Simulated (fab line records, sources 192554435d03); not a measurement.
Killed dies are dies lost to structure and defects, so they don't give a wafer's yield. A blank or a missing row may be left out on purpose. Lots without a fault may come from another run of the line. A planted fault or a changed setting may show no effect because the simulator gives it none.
Split-lot experiment | flow n5_finfet | 7 lots, 39 wafers read, on a route of 1938 steps

THE SPLIT
At N5_FIN_SAQP_HM_DEP_72 (deposits SiO2 from SiH4/N2O, target thk 12 nm, time 7.2 s), the setting target_thk_a was moved away from the recipe's 120 angstrom on 9 of the 39 wafers read, by -9.2% to +7.5%. The other wafers ran this setting at the recipe's value.

FROM THE SPLIT TO THE READING: what the file shows between them, 4 steps
- N5_FIN_SAQP_COAT_49: time 60 s, resist thk 100 nm
- N5_FIN_SAQP_COAT_50: time 60 s, resist thk 35 nm
- N5_FIN_SAQP_ETCH_52: etches SOC in N2/H2, target depth 100 nm, overetch 20 nm, time 150 s
- N5_FIN_SAQP_STRIP_53: strips in N2/H2

THE READING
etch.depth_nm (the simulator's own value, which no gauge read), in nm, at N5_FIN_SAQP_HM_OPEN_73 (chemistry CHF3/O2, target SiO2, stops on a-Si, target depth 12 nm, time 16.8 s). The file gives no usual value for it. The 30 wafers here that ran the recipe average 12.01 nm, standard deviation 0.15 nm.

wafer  | tool, chamber at the split | target_thk_a as run, angstrom | against the recipe | etch.depth_nm, nm | against lot-mates on the recipe
L076.1 | pecvd-04, 0                | 120                           | recipe             | 11.84             | -
L076.2 | pecvd-04, 2,1              | 120                           | recipe             | 12.1              | -
L076.3 | pecvd-04, 2,1              | 120                           | recipe             | 12.1              | -
L076.4 | pecvd-04, 2                | 120                           | recipe             | 12.28             | -
L076.5 | pecvd-04, 0                | 120                           | recipe             | 12                | -
L076.6 | pecvd-04, 1                | 120                           | recipe             | 12.05             | -
L077.1 | pecvd-02, 0                | 120                           | recipe             | 11.92             | -
L077.2 | pecvd-02, 2                | 120                           | recipe             | 11.78             | -
L077.3 | pecvd-02, 1                | 109.7                         | -8.6%              | 10.73             | -1.14
L077.4 | pecvd-02, 2                | 109.7                         | -8.6%              | 11.01             | -0.86
L077.5 | pecvd-02, 0                | 120                           | recipe             | 11.9              | -
L077.6 | pecvd-02, 1                | 109.7                         | -8.6%              | 10.85             | -1.02
L084.1 | pecvd-02, 0                | 108.9                         | -9.2%              | 10.92             | -1.20
L084.2 | pecvd-02, 2                | 120                           | recipe             | 11.89             | -
L084.3 | pecvd-02, 1                | 108.9                         | -9.2%              | 10.68             | -1.44
L084.4 | pecvd-02, 0                | 108.9                         | -9.2%              | 10.99             | -1.13
L084.5 | pecvd-02, 2                | 120                           | recipe             | 12.4              | -
L084.6 | pecvd-02, 1                | 120                           | recipe             | 12.06             | -
L087.1 | pecvd-04, 2,0              | 120                           | recipe             | 12.06             | -
L087.4 | pecvd-04, 2,0              | 120                           | recipe             | 12.06             | -
L087.2 | pecvd-04, 0                | 120                           | recipe             | 11.91             | -
L087.3 | pecvd-04, 1                | 120                           | recipe             | 11.98             | -
L087.5 | pecvd-04, 1                | 120                           | recipe             | 12.15             | -
L087.6 | pecvd-04, 2                | 120                           | recipe             | 12.24             | -
L090.1 | pecvd-01, 0                | 129                           | +7.5%              | 12.8              | +0.90
L090.2 | pecvd-01, 2                | 120                           | recipe             | 11.83             | -
L090.3 | pecvd-01, 1                | 129                           | +7.5%              | 12.82             | +0.92
L090.4 | pecvd-01, 0                | 120                           | recipe             | 11.96             | -
L090.5 | pecvd-01, 2                | 120                           | recipe             | 11.92             | -
L090.6 | pecvd-01, 1                | 129                           | +7.5%              | 12.89             | +0.99
L091.2 | pecvd-04, 0                | 120                           | recipe             | 11.72             | -
L091.4 | pecvd-04, 2                | 120                           | recipe             | 11.96             | -
L091.5 | pecvd-04, 1                | 120                           | recipe             | 12.07             | -
L093.1 | pecvd-04, 1                | 120                           | recipe             | 12.03             | -
L093.2 | pecvd-04, 0                | 120                           | recipe             | 11.77             | -
L093.3 | pecvd-04, 2                | 120                           | recipe             | 11.96             | -
L093.4 | pecvd-04, 1                | 120                           | recipe             | 12.11             | -
L093.5 | pecvd-04, 0                | 120                           | recipe             | 12.02             | -
L093.6 | pecvd-04, 2                | 120                           | recipe             | 12.19             | -
Where a row lists several chambers, the file gives one row for several wafers and doesn't say which wafer went through which chamber.

THE FIT
A straight line over all 39 wafers: etch.depth_nm changes by +0.123 nm for each +1% of target_thk_a; r = +0.96; the points scatter about the line by 0.15 nm.
The same after taking each lot's own level away (the mean of its wafers on the recipe; 39 wafers): +0.126 nm for each +1%; r = +0.97; scatter 0.13 nm.
On that fit, the largest move of target_thk_a shifts the reading by 1.2 nm.
The lots' own levels span 11.867 to 12.117 nm, that is 1.7 times the standard deviation above.
So the lot-to-lot level changes the slope little: the two slopes agree.
Check: with one of the wafers moved furthest among these (-9.2%) left out of the fit, the line predicts -1.16 nm for it against its lot-mates. It came out at -1.2 nm against them.

OTHER SPLITS ON THESE WAFERS
These wafers also went through other splits before the reading. Each is held against what the fit with the lots' levels taken away leaves over:
other split on the same wafers        | wafers away from the commonest value | r with etch.depth_nm (lot level and that fit taken away)
N5_PMOS_HMC_CHANNEL_EPI_EPI_20 temp_c | 15                                   | -0.07
N5_FIN_SAQP_ALD_61 ald_cycles         | 18                                   | +0.09

THE WHOLE CHAIN: every reading that the file lists as answering this split, in the file's order
step                   | what it does                                                                   | reading                                                                            | change (the file's fit)               | r (the file's)
N5_FIN_SAQP_HM_DEP_72  | deposits SiO2 from SiH4/N2O, target thk 12 nm, time 7.2 s                      | SiO2_of_FIN_SAQP_HM_DEP_72.thk_nm (the simulator's own value, which no gauge read) | +0.126 nm for each +1% of the setting | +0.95
N5_FIN_SAQP_HM_OPEN_73 | chemistry CHF3/O2, target SiO2, stops on a-Si, target depth 12 nm, time 16.8 s | etch.depth_nm (the simulator's own value, which no gauge read)                     | +0.126 nm for each +1% of the setting | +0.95

THE FILE'S OWN FIT
etch.depth_nm changes by +0.126 nm for each +1% of target_thk_a, r = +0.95.
